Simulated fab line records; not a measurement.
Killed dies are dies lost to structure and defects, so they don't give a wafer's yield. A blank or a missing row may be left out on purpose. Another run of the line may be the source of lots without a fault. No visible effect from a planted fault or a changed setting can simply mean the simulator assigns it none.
A lot that was struck, set against a sound lot + flow n5 finfet + 16 out of 1938 route steps
Sound: wafers L800.1, L800.3, L800.5. The struck wafers were L795.1, L795.2, L795.5. The cause comes at the end.
At each step with rows: each side's tool, then ch and its chambers, then its first start. Under that, the readings that differ: sound wafers + struck wafers + difference of the means + sigmas: that difference in standard deviations of wafers without a fault.
alike: a reading whose means differ by less than 2 such deviations, as well as words and numbers matching on both sides. not compared: withheld readings; readings where some wafer has no value; bounds like >300 that might hide an equal value; numbers whose values overlap and for which the record gives no deviation.
The two part at a step that has a row with sigmas, a row that says differs or no value, or rows on one side only. When numbers do not overlap yet have no deviation, they are printed without sigmas and do not part them. A reading missing from all wafers of one side parts the sides only when that side holds two or more wafers.

first, 1 step without rows for these wafers: N5_BEOL_M2_SPUTTER_90 (material Cu, target thk 4.5 nm, time 8.29 s).
N5_BEOL_M2_ANNEAL_91: time 240 s.
  sound on pvd sputter-02 at day 11 01:58; struck on pvd sputter-01 at day 9 22:38
  alike: heater power w
then, 1 step without rows for these wafers: N5_BEOL_M2_SPUTTER_92 (material Cu, target thk 4.5 nm, time 8.29 s).
N5_BEOL_M2_ANNEAL_93: time 240 s.
  sound on pvd sputter-02 at day 11 02:11; struck on pvd sputter-01 at day 9 22:51
  alike: heater power w
N5_BEOL_M2_SPUTTER_94: material Cu, target thk 4.5 nm, time 8.29 s.
  sound on pvd sputter-02 at day 11 02:19; struck on pvd sputter-01 at day 9 22:59
  alike: throttle valve pct
N5_BEOL_M2_ANNEAL_95: time 240 s.
  sound on pvd sputter-02 at day 11 02:24; struck on pvd sputter-01 at day 9 23:04
  alike: heater power w
N5_BEOL_M2_SPUTTER_96: material Cu, target thk 4.5 nm, time 8.29 s.
  sound on pvd sputter-02 at day 11 02:32; struck on pvd sputter-01 at day 9 23:13
  alike: throttle valve pct
then, 3 steps without rows for these wafers: N5_BEOL_M2_ECD_50 (material Cu, target thk 300 nm); N5_BEOL_M2_ANNEAL_51 (time 90 s); N5_BEOL_M2_CMP_52 (polishes, stops on SiOC, t overpolish 6.8 s, target thk 40 nm).
N5_BEOL_M2_THK_MEAS_53: measures by xrf.
  sound on film metro-01 at day 11 03:20; struck on film metro-02 at day 10 00:25
  alike: M2_THK
then, 1 step without rows for these wafers: N5_BEOL_M2_PRE_CLEAN_60 (time 15 s).
N5_BEOL_M2_CO_CAP_55: material Co, precursor CCTBA/H2, target thk 2 nm, time 102.1 s.
  sound on cvd co-01 ch 1,2, day 11 03:25; struck on cvd co-02 ch 1,2, day 10 00:30
  no value came back on the struck wafers for chamber pressure Torr (Torr), heater power outer w (W), heater power w (W); on the sound wafers chamber pressure Torr (Torr) reads 30.10 30.06 29.93
then, 1 step without rows for these wafers: N5_BEOL_M2_PRE_CLEAN_56 (time 15 s).
N5_BEOL_M4_RC_MEAS_101:
  sound on prober-01 ch 0, day 12 07:28; struck on prober-02 ch 0, day 11 03:17
  alike: DIBL_N, DIBL_P, IOFF_N, IOFF_P, ION_N, ION_P, SS_N, SS_P, VT_N, VT_P
-- here the record skips 4 days between the struck wafers' starts before and after, leaving off in module BEOL_M4 and picking up in module PASSIVATION (first step shown: number 1936 of the route) --
N5_PASSIVATION_PROBE_49:
  record: rows for the struck wafers here (prober-02, day 15 09:59), none for the sound ones

WHERE THEY PART
At N5_BEOL_M2_CO_CAP_55 first; at N5_PASSIVATION_PROBE_49 last (within this record only).

WHY: the cause the simulator had injected
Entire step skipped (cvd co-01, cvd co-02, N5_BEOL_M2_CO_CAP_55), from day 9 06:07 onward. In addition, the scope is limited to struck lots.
